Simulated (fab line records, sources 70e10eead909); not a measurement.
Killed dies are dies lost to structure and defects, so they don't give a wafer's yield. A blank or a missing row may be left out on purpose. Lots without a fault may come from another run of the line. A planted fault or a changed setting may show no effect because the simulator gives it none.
Chamber matching | flow nand_harc | NHARC_A_SLIT_ETCH_29 on rie_diel-01: 4 sister chambers
The step etches the open film in CF4/O2, target depth 100 nm, overetch 10 nm, time 55 s. 22 wafers are shown with their chamber, then 11 later ones without.

WAFERS WITH THEIR CHAMBER
wafer  | chamber | rf_vpp_V (V) | throttle_valve_pct (%) | oes_o_777_au (a.u.)
L074.1 | 1       | 196.0        | 13.389                 | 0.995
L074.5 | 2       | 198.2        | 13.414                 | 1.000
L074.6 | 1       | 194.6        | 13.407                 | 1.002
L075.2 | 1       | 197.3        | 13.391                 | 1.001
L075.3 | 2       | 198.6        | 13.402                 | 1.003
L075.6 | 2       | 199.5        | 13.406                 | 1.003
L079.4 | 0       | 196.8        | 13.396                 | 1.008
L079.5 | 1       | 196.6        | 13.385                 | 1.005
L079.6 | 2       | 196.7        | 13.402                 | 0.997
L078.1 | 0       | 198.3        | 13.400                 | 1.009
L078.4 | 1       | 196.2        | 13.386                 | 0.996
L078.5 | 0       | 196.8        | 13.384                 | 0.998
L083.3 | 3       | 199.1        | 13.413                 | 1.002
L083.5 | 0       | 198.4        | 13.386                 | 1.005
L083.6 | 3       | 199.7        | 13.396                 | 1.002
L081.2 | 3       | 198.1        | 13.409                 | 0.996
L081.3 | 2       | 197.5        | 13.388                 | 0.992
L081.4 | 1       | 195.4        | 13.395                 | 0.996
L084.1 | 2       | 199.8        | 13.401                 | 1.004
L084.3 | 1       | 196.1        | 13.396                 | 1.001
L084.5 | 1       | 195.5        | 13.391                 | 0.991
L090.1 | 1       | 197.5        | 13.400                 | 0.994

SIGNATURES (means of the wafers above)
reading            | chamber 0 | chamber 1 | chamber 2 | chamber 3 | scatter within a chamber
rf_vpp_V           | 197.575   | 196.133   | 198.383   | 198.967   | 0.984
throttle_valve_pct | 13.39150  | 13.39333  | 13.40217  | 13.40600  | 0.00777
oes_o_777_au       | 1.00500   | 0.99789   | 0.99983   | 1.00000   | 0.00453
Rule: a wafer's distance from a chamber is the root of the sum, over the readings, of the square of ((its reading less the chamber's mean) divided by the reading's scatter). The wafer belongs to the nearest chamber; if the next one is less than 2 further off, it can't be placed. The scatter: the root of (the sum of the squares of (reading less its chamber's mean) over the shown wafers, divided by (wafers less chambers)).

WAFERS WITHOUT THEIR CHAMBER
wafer  | rf_vpp_V (V) | throttle_valve_pct (%) | oes_o_777_au (a.u.)
L090.2 | 197.3        | 13.398                 | 1.015
L090.5 | 199.8        | 13.397                 | 1.006
L092.2 | 196.3        | 13.399                 | 0.997
L092.5 | 197.2        | 13.405                 | 1.004
L092.6 | 197.4        | 13.399                 | 1.006
L096.2 | 196.0        | 13.379                 | 1.002
L096.5 | 197.5        | 13.403                 | 0.990
L096.6 | 198.2        | 13.418                 | 1.004
L093.1 | 198.9        | 13.411                 | 1.001
L093.2 | 197.6        | 13.392                 | 1.004
L093.5 | 200.2        | 13.406                 | 1.008

WHICH CHAMBER EACH WENT THROUGH
wafer  | from the rows above               | in truth
L090.2 | can't be placed: 0 or 2 or 3 or 1 | 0
L090.5 | can't be placed: 3 or 2 or 0      | 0
L092.2 | can't be placed: 1 or 2 or 0      | 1
L092.5 | can't be placed: 2 or 0 or 3 or 1 | 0
L092.6 | can't be placed: 0 or 2 or 3 or 1 | 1
L096.2 | can't be placed: 1 or 0 or 2      | 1
L096.5 | can't be placed: 2 or 1 or 3 or 0 | 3
L096.6 | can't be placed: 3 or 2 or 0      | 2
L093.1 | can't be placed: 3 or 2           | 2
L093.2 | can't be placed: 0 or 2 or 1      | 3
L093.5 | can't be placed: 3 or 2 or 0      | 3
Placed correctly: 0 of 11. Can't be placed from these rows: 11 (the true chamber is among the candidates in 10). Placed wrongly: 0.
